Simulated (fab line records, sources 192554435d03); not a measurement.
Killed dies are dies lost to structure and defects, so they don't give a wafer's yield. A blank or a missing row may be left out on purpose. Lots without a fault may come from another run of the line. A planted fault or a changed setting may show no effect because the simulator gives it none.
Split-lot experiment | flow n5_finfet | 7 lots, 21 wafers read, on a route of 1938 steps

THE SPLIT
At N5_BEOL_M2_EXPOSE_08 (exposes mask M2), the setting dose_mj was moved away from the recipe's 41.25 on 7 of the 21 wafers read, by -5.7% to +4.4%. The other wafers ran this setting at the recipe's value.

FROM THE SPLIT TO THE READING: what the file shows between them, 5 steps
- N5_BEOL_M2_PEB_09: peb time 60 s
- N5_BEOL_M2_DEVELOP_10: develop time 30 s
- N5_BEOL_M2_DESCUM_16: chemistry O2, time 7 s
- N5_BEOL_M2_ETCH_74: etches underlayer in N2/H2, target depth 6.5 nm, time 5.2 s
- N5_BEOL_M2_ETCH_63: etches SiARC in CF4, target depth 15.6 nm, time 26 s

THE READING
BEOL_M2.cd_offset_nm (the simulator's own value, which no gauge read), in nm, at N5_BEOL_M2_ETCH_64 (etches SOC in N2/H2, target depth 75 nm, overetch 22.5 nm, time 121.9 s). The file gives no usual value for it. The 14 wafers here that ran the recipe average 0.1 nm, standard deviation 0.19 nm.

wafer  | tool, chamber at the split | dose_mj as run | against the recipe | BEOL_M2.cd_offset_nm, nm | against lot-mates on the recipe
L075.2 | euv_scanner-02, 0          | 38.91          | -5.7%              | -0.8                     | no lot-mate on the recipe
L075.3 | euv_scanner-02, 0          | 38.91          | -5.7%              | -1                       | no lot-mate on the recipe
L075.6 | euv_scanner-02, 0          | 38.91          | -5.7%              | -1                       | no lot-mate on the recipe
L077.1 | euv_scanner-01, 0          | 41.25          | recipe             | 0.4                      | -
L077.2 | euv_scanner-01, 0          | 41.25          | recipe             | 0.2                      | -
L077.5 | euv_scanner-01, 0          | 41.25          | recipe             | 0                        | -
L078.4 | euv_scanner-01, 0          | 41.25          | recipe             | 0                        | -
L078.5 | euv_scanner-01, 0          | 41.25          | recipe             | 0                        | -
L078.6 | euv_scanner-01, 0          | 40.22          | -2.5%              | -0.4                     | -0.4
L081.1 | euv_scanner-01, 0          | 41.25          | recipe             | -0.4                     | -
L081.3 | euv_scanner-01, 0          | 41.25          | recipe             | 0                        | -
L081.5 | euv_scanner-01, 0          | 41.25          | recipe             | -0.2                     | -
L082.1 | euv_scanner-01, 0          | 41.25          | recipe             | 0.2                      | -
L082.2 | euv_scanner-01, 0          | 41.25          | recipe             | 0                        | -
L082.5 | euv_scanner-01, 0          | 40.11          | -2.8%              | -0.8                     | -0.9
L090.2 | euv_scanner-02, 0          | 43.07          | +4.4%              | 1                        | +0.8
L090.4 | euv_scanner-02, 0          | 43.07          | +4.4%              | 1                        | +0.8
L090.6 | euv_scanner-02, 0          | 41.25          | recipe             | 0.2                      | -
L093.4 | euv_scanner-02, 0          | 41.25          | recipe             | 0.2                      | -
L093.6 | euv_scanner-02, 0          | 41.25          | recipe             | 0.2                      | -
L093.5 | euv_scanner-02, 0          | 41.25          | recipe             | 0                        | -

THE FIT
A straight line over all 21 wafers: BEOL_M2.cd_offset_nm changes by +0.193 nm for each +1% of dose_mj; r = +0.94; the points scatter about the line by 0.19 nm.
The same after taking each lot's own level away (the mean of its wafers on the recipe; 18 wafers): +0.201 nm for each +1%; r = +0.93; scatter 0.15 nm.
On that fit, the largest move of dose_mj shifts the reading by 1.1 nm.
The lots' own levels span -0.20 to 0.20 nm, that is 2.1 times the standard deviation above.
So the lot-to-lot level changes the slope little: the two slopes agree.
Check: with one of the wafers moved furthest among these (+4.4%) left out of the fit, the line predicts +0.907 nm for it against its lot-mates. It came out at +0.8 nm against them.

OTHER SPLITS ON THESE WAFERS
These wafers also went through other splits before the reading. Each is held against what the fit with the lots' levels taken away leaves over:
other split on the same wafers         | wafers away from the commonest value | r with BEOL_M2.cd_offset_nm (lot level and that fit taken away)
N5_MOL_CONTACT_COAG_COAT_34 spin_rpm   | 9                                    | +0.08
N5_MOL_CONTACT_COAG_ALD_133 ald_cycles | 12                                   | -0.11
N5_BEOL_M0_SAQP_EXPOSE_37 dose_mj      | 8                                    | -0.07
N5_BEOL_M0_SAQP_CUT_ETCH_46 source_w   | 9                                    | +0.07
N5_BEOL_M0_ETCH_128 source_w           | 5                                    | +0.51
N5_BEOL_M0_ETCH_109 bias_w             | 6                                    | -0.14
N5_BEOL_M1_ETCH_77 source_w            | 4                                    | +0.16
N5_BEOL_M2_COAT_62 spin_rpm            | 4                                    | -0.02

THE WHOLE CHAIN: every reading that the file lists as answering this split, in the file's order
step               | what it does                                                            | reading                                                               | change (the file's fit)               | r (the file's)
N5_BEOL_M2_ETCH_74 | etches underlayer in N2/H2, target depth 6.5 nm, time 5.2 s             | BEOL_M2.cd_offset_nm (the simulator's own value, which no gauge read) | +0.188 nm for each +1% of the setting | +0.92
N5_BEOL_M2_ETCH_64 | etches SOC in N2/H2, target depth 75 nm, overetch 22.5 nm, time 121.9 s | BEOL_M2.cd_offset_nm (the simulator's own value, which no gauge read) | +0.21 nm for each +1% of the setting  | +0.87

THE FILE'S OWN FIT
BEOL_M2.cd_offset_nm changes by +0.21 nm for each +1% of dose_mj, r = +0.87.
